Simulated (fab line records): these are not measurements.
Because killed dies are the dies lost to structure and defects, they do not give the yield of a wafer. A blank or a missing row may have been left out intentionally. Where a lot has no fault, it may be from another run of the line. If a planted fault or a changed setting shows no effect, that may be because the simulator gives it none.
fab line records -- flow nand-harc
record: lots: 6, wafers: 18, last-day: 33
route steps=1302 shown A_M0@1164 A_M1@1169
lots that met no fault: from a run of the same line without faults
start-h: the number of hours between the record's first day and the start of the first shown wafer of the lot -- wait-h: hours elapsed since this lot's preceding step -- " repeats the value in the row above -- L1.1+2: several wafers, shown together as one row -- - no value, or no start was given -- * or withheld: withheld -- < > ~ a bound
route shown NAME@n: NAME is a module with steps in the file, n the number in the route of the first one -- usual: average and standard deviation across the fault-free wafers -- same: alike in all rows -- chamber/n: place in a boat -- sites: each site's reading -- _std_site: standard deviation of those values -- _edge_site: mean of outer sites minus mean of inner sites -- radius-mm: for every site, how far away it sits from the centre of the wafer -- mask NAME#n: copy n -- behind: tool/chamber where the wafer was last shaped -- hold: reason for holding the lot/hours on hold/outcome of the hold -- device: the transistor (n, p or np) that didn't switch -- end of line: the same wafers' tests at the end of the route -- step lacking rows: just its recipe -- killed: dies lost to structure and defects at the first sort, not the wafer's yield -- map: the dies of a wafer, with x for killed, . for not killed, _ for no die there
set.NAME: setting as actually run; set.NAME@STEP: the setting as run at that earlier step -- model.NAME: the simulator's own value behind a step, which no gauge read
a table for each step, a row for each wafer; lots at some steps of the route
services: a tool's chamber out of use, with start hour (start-h, from the record's first day; less than 0 if before it), hours out, and reason
== steps ==
step: NHARC_A_M0_SRD_25
step: NHARC_A_M0_INSPECT_27
usual: raw-defect-count: 513/130
lot.wafer,tool,chamber,start-h,wait-h,raw-defect-count
L282.2,defect-inspect-02,-,552.53,0.0,443
L282.3,defect-inspect-02,-,552.53,0.0,381
L282.6,defect-inspect-02,-,552.53,0.0,437
L289.1,defect-inspect-02,-,619.39,0.0,557
L289.2,defect-inspect-02,-,619.39,0.0,483
L289.5,defect-inspect-02,-,619.39,0.0,551
L293.1,defect-inspect-02,-,631.58,0.0,497
L293.4,defect-inspect-02,-,631.58,0.0,469
L293.5,defect-inspect-02,-,631.58,0.0,431
L294.1,defect-inspect-01,-,670.10,0.0,836
L294.2,defect-inspect-01,-,670.10,0.0,697
L294.5,defect-inspect-01,-,670.10,0.0,794
L301.3,defect-inspect-02,-,735.09,0.0,799
L301.5,defect-inspect-02,-,735.09,0.0,805
L301.6,defect-inspect-02,-,735.09,0.0,616
L303.1,defect-inspect-01,-,753.92,0.0,599
L303.3,defect-inspect-01,-,753.92,0.0,451
L303.6,defect-inspect-01,-,753.92,0.0,718
step: NHARC_A_M0_PRE_CLEAN_31
recipe: time-s: 12, temp-c: 370, rf-power-w: 300, gas: NH3
usual: heater-power-w: 650/66
lot.wafer,tool,chamber,start-h,wait-h,heater-power-w
L282.3,pecvd-04,0,552.61,0.1,662
L282.2,pecvd-04,1,552.61,0.1,768
L282.6,pecvd-04,0,552.61,0.1,662
L289.1,pecvd-03,2,619.46,0.1,611
L289.2,pecvd-03,1,619.46,0.1,700
L289.5,pecvd-03,2,619.46,0.1,596
L293.1,pecvd-01,1,631.69,0.1,568
L293.4,pecvd-01,2,631.69,0.1,644
L293.5,pecvd-01,0,631.69,0.1,634
L294.1,pecvd-04,0,670.17,0.1,690
L294.2,pecvd-04,1,670.17,0.1,763
L294.5,pecvd-04,1,670.17,0.1,748
L301.3,pecvd-01,0,735.16,0.1,584
L301.5,pecvd-01,0,735.16,0.1,564
L301.6,pecvd-01,1,735.16,0.1,521
L303.3,pecvd-04,0,753.99,0.1,642
L303.1,pecvd-04,1,753.99,0.1,635
L303.6,pecvd-04,2,753.99,0.1,722
step: NHARC_A_M0_DEP_32
recipe: target-thk-a: 300, temp-c: 370, target-thk-nm: 30, pressure-torr: 3, flow-sccm: 200, rf-w: 450, material: SiCN
usual: heater-power-w: 601/71
lot.wafer,tool,chamber,start-h,wait-h,heater-power-w
L282.3,pecvd-04,0,552.72,0.1,652
L282.2,pecvd-04,1,552.72,0.1,750
L282.6,pecvd-04,0,552.72,0.1,676
L289.1,pecvd-03,2,619.54,0.1,567
L289.2,pecvd-03,1,619.54,0.1,635
L289.5,pecvd-03,2,619.54,0.1,542
L293.1,pecvd-01,1,631.77,0.1,529
L293.4,pecvd-01,2,631.77,0.1,597
L293.5,pecvd-01,0,631.77,0.1,545
L294.1,pecvd-04,0,670.25,0.1,633
L294.2,pecvd-04,1,670.25,0.1,599
L294.5,pecvd-04,1,670.25,0.1,577
L301.3,pecvd-01,0,735.24,0.1,565
L301.5,pecvd-01,0,735.24,0.1,568
L301.6,pecvd-01,1,735.24,0.1,427
L303.3,pecvd-04,0,754.07,0.1,611
L303.1,pecvd-04,1,754.07,0.1,694
L303.6,pecvd-04,2,754.07,0.1,663
step: NHARC_A_M1_DEP_00
recipe: target-thk-a: 1825, target-thk-nm: 182.5, temp-c: withheld, pressure-torr: 5, flow-sccm: 200, rf-w: 600, material: SiOC
step: NHARC_A_M1_DEHYDRATE_01
recipe: temp-c: 150, time-s: 120
step: NHARC_A_M1_HMDS_02
recipe: time-s: 30
step: NHARC_A_M1_COAT_34
recipe: temp-c: 200, time-s: 65
step: NHARC_A_M1_COAT_03
recipe: spin-rpm: 1500, resist-thk-nm: 90
step: NHARC_A_M1_SOFTBAKE_04
recipe: temp-c: 105, time-s: 55
step: NHARC_A_M1_EBR_05
step: NHARC_A_M1_EXPOSE_06
recipe: na: 1.35, target-cd-nm: 120, dose-mj: 75.13, mask-id: A_M1
usual: exposure-dose-mJ-cm2: 75.10/0.076, focus-offset-nm: 0.2/0.57
lot.wafer,tool,chamber,start-h,wait-h,mask,exposure-dose-mJ-cm2,focus-offset-nm
L282.2,arfi-scanner-02,0,553.65,-,A_M1#0,75.12,-0.2
L282.3,arfi-scanner-02,0,553.65,-,A_M1#0,75.07,0.3
L282.6,arfi-scanner-02,0,553.65,-,A_M1#0,75.17,0.3
L289.1,arfi-scanner-03,-,620.52,-,A_M1#0,-,-
L289.2,arfi-scanner-03,-,620.52,-,A_M1#0,-,-
L289.5,arfi-scanner-03,-,620.52,-,A_M1#0,-,-
L293.1,arfi-scanner-02,-,632.88,-,A_M1#0,-,-
L293.4,arfi-scanner-02,-,632.88,-,A_M1#0,-,-
L293.5,arfi-scanner-02,-,632.88,-,A_M1#0,-,-
L294.1,arfi-scanner-03,0,671.36,-,A_M1#0,75.10,1.1
L294.2,arfi-scanner-03,0,671.36,-,A_M1#0,75.06,1.0
L294.5,arfi-scanner-03,0,671.36,-,A_M1#0,75.04,1.0
L301.3,arfi-scanner-03,0,736.35,-,A_M1#0,75.01,1.0
L301.5,arfi-scanner-03,0,736.35,-,A_M1#0,75.06,0.4
L301.6,arfi-scanner-03,0,736.35,-,A_M1#0,75.06,0.4
L303.1,arfi-scanner-01,0,755.20,-,A_M1#0,75.23,-0.2
L303.3,arfi-scanner-01,0,755.20,-,A_M1#0,75.10,0.6
L303.6,arfi-scanner-01,0,755.20,-,A_M1#0,74.99,-0.1
step: NHARC_A_M1_PEB_07
recipe: peb-temp-c: 100, peb-time-s: 65
== services ==
tool,chamber,start-h,hours,kind
arfi-scanner-01,-,532.67,0.7,repair
arfi-scanner-02,-,536.77,0.9,repair
pecvd-03,1,542.80,23.6,repair
pecvd-01,-,545.39,3.4,repair
pecvd-03,-,547.75,13.0,pm
arfi-scanner-03,-,548.21,4.0,pm
arfi-scanner-01,-,596.00,4.0,pm
arfi-scanner-03,-,602.98,0.4,repair
arfi-scanner-01,-,621.67,0.5,repair
pecvd-04,-,631.00,13.0,pm
pecvd-04,0,631.00,13.0,vent-cycle
pecvd-04,1,631.00,13.0,vent-cycle
pecvd-04,2,631.00,13.0,vent-cycle
pecvd-01,-,631.15,0.5,repair
pecvd-04,0,644.00,-,clean
arfi-scanner-02,-,656.00,4.0,pm
arfi-scanner-03,-,658.92,0.5,repair
pecvd-01,-,673.85,13.0,pm
pecvd-03,2,674.89,8.4,repair
arfi-scanner-03,-,680.47,7.4,repair
arfi-scanner-03,-,698.28,1.6,repair
arfi-scanner-03,-,720.21,4.0,pm
pecvd-03,-,728.75,13.0,pm
arfi-scanner-02,-,749.23,2.2,repair
== key ==
first-sign: step: NHARC_A_M1_EXPOSE_06, reading: tool-record, direction: missing
effect none on later readings
met-at NHARC_A_M1_EXPOSE_06
struck-wafers L289.1,L289.2,L289.5,L293.1,L293.4,L293.5
later-rows-left-out L289.1,L289.2,L289.5,L293.1,L293.4,L293.5
sort-left-out L289.1,L289.2,L289.5,L293.1,L293.4,L293.5
onset-between 553.65 620.52
fault: kind: skipped-step-whole, tool: arfi-scanner-02,arfi-scanner-03, chamber: -, onset-h: 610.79, steps: NHARC_A_M1_EXPOSE_06, scope: struck-lots-only
sort-left-out: the simulated sort isn't trusted on such a fault, so these wafers' sort isn't shown, and their yield isn't known
later-rows-left-out: the simulator's readings of these wafers behind a module that went badly wrong aren't trusted and aren't shown, but for the sort
